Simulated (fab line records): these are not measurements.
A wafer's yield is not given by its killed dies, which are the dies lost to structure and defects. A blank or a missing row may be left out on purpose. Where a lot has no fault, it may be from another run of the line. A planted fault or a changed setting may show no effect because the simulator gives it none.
Problem report in the 8D (eight disciplines) form, filled by code ; flow n5-finfet ; the parts of the form that need people (team, actions taken, sign-off) are left out

== 1. PROBLEM STATEMENT ==
Wafers without a fault read 33, standard deviation 9.9; killed_at_M0_to_M3 at N5_PASSIVATION_PROBE_49 reads a mean of 188 on 2 wafers belonging to 2 lots. That is +16 standard deviations from the usual mean.
Earliest sighting: wafer L266.3 on prober-01 at day 16 13:23. The record has a number at this step for 9 wafers belonging to 3 lots. Rule for "out" (also "out of limits"): further than 4 standard deviations from the usual mean. Any other wafer with a number is counted as sound.

== 2. WHAT THIS IS AND IS NOT ==
question;is;is not
which readings at this step;killed_at_M0_to_M3, defect-limited-yield, killed-dies, sort_bin_5_function, sort-n-pass, sort-yield-pct;killed_at_M4_up, killed-at-contacts, killed-at-front-end, killed-open, killed-short
which lots;L266, L269;L258
which wafers of those lots;L266.3, L269.3;L266.1, L266.6, L269.1, L269.4
read on which tools;prober-01;-
when;from day 16 13:23;"up to then (4 sound wafers); but 3 sound wafers of L266, L269 came after"

== 3. WHAT RULES OUT EACH SUSPECT ==
Counting: any tool at a process step up to the reading remains a suspect provided it ran every lot that is out. Sound lots after the first of them don't rule it out here, since some wafers of a struck lot are sound.
- ald-metal-03 at N5_BEOL_M0_ALD_136 (deposits TaN, pulse time 2 s, purge time 3 s, co reactant purge time 2 s): kept. It ran every lot that is out, first L266 (day 9 13:27).
- prober-01 at N5_PASSIVATION_PROBE_49: kept. Ran every lot that is out, first one L266 (day 16 13:17); last sound lot up to then L258 (day 14 04:53). Out on those wafers are its own readings of defect-limited-yield, killed_at_M0_to_M3, killed-dies, sort_bin_5_function, sort-n-pass, sort-yield-pct.
- In ald-metal-03 at N5_BEOL_M0_ALD_136, the wafers that are out were processed in chamber 1 and their sound lot-mates in chambers 2, 3.
After counting, ald-metal-03 at N5_BEOL_M0_ALD_136 and prober-01 at N5_PASSIVATION_PROBE_49 remain.

== 4. THE CAUSE (what the simulator had put in) ==
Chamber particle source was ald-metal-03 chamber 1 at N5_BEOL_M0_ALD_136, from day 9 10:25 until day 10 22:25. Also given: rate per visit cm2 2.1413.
Counting leaves 2 suspects; this tool is one of them.

== 5. THE EFFECT CHAIN, in route order ==
Each row: a reading whose mean over the struck wafers that have a number lies more than 3 standard deviations from the usual. Scope: only readings with a usual standard deviation given in the record; hours: median across lots of the time from each lot's start at the first step in this table that gives one to its start at this step; sigmas: change in usual standard deviations.
hours;step;reading;usual;on struck wafers;change;sigmas
0;N5_PASSIVATION_PROBE_49;defect-limited-yield;91.1 %;76.3;-14.8;-9.8
0;N5_PASSIVATION_PROBE_49;killed_at_M0_to_M3;33;188;+155;+16
0;N5_PASSIVATION_PROBE_49;killed-dies;105;279;+174;+10
0;N5_PASSIVATION_PROBE_49;sort_bin_5_function;5.2 %;13.6;+8.4;+9.2
0;N5_PASSIVATION_PROBE_49;sort_bin_6_memory;3.3 %;5.8;+2.5;+3.6
0;N5_PASSIVATION_PROBE_49;sort-n-pass;1075;901;-174;-10
0;N5_PASSIVATION_PROBE_49;sort-yield-pct;91.1 %;76.3;-14.8;-9.8
Its process steps:
- N5_PASSIVATION_PROBE_49

== 6. WHAT WOULD HAVE CAUGHT IT SOONER ==
In this record the first reading out of limits was taken at day 16 13:23, 171 hours after the fault began at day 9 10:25.
No tool reading at N5_BEOL_M0_ALD_136 that has a usual standard deviation in the record was out on any struck wafer, so an alarm limit of 4 standard deviations on those readings would not have fired.
By day 16 13:23 the whole set of lots that are out, 2 in number, had already begun N5_BEOL_M0_ALD_136 on ald-metal-03. Tool hold at that time: it would have spared none of them.
